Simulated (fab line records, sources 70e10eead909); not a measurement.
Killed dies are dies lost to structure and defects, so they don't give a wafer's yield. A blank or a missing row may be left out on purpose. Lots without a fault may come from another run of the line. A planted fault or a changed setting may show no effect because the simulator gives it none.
Chamber matching | flow nand_harc | NHARC_P_ZERO_WELL_DESCUM_54 on rie_diel-09: 4 sister chambers
The step chemistry O2, time 3 s. 4 wafers are shown with their chamber, then 8 later ones without.

WAFERS WITH THEIR CHAMBER
wafer  | chamber | drypump_motor_current_A (A)
L219.3 | 3       | 4.9
L220.1 | 2       | 5.5
L220.3 | 0       | 5.8
L221.2 | 1       | 5.5

WAFERS WITHOUT THEIR CHAMBER
wafer  | drypump_motor_current_A (A)
L221.4 | 5.8
L221.5 | 5.5
L234.1 | 5.6
L234.2 | 4.8
L234.4 | 5.5
L235.1 | 4.9
L235.4 | 5.8
L235.6 | 5.5

WHICH CHAMBER EACH WENT THROUGH
wafer  | from the rows above     | in truth
L221.4 | 0                       | 0
L221.5 | can't be placed: 1 or 2 | 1
L234.1 | can't be placed: 1 or 2 | 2
L234.2 | 3                       | 3
L234.4 | can't be placed: 1 or 2 | 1
L235.1 | 3                       | 3
L235.4 | 0                       | 0
L235.6 | can't be placed: 1 or 2 | 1
Placed correctly: 4 of 8. Can't be placed from these rows: 4 (the true chamber is among the candidates in 4). Placed wrongly: 0.
How it was worked out, from the rows above alone: a wafer's distance from a chamber is the root of the sum, over the readings, of the square of ((its reading less the chamber's mean) divided by the reading's scatter). The wafer belongs to the nearest chamber; if the next one is less than 2 further off, it can't be placed. A chamber's mean is the mean of its shown wafers. The scatter: with one shown wafer a chamber, the root of the mean of the squares of how far each hidden wafer lies from its nearest shown one.
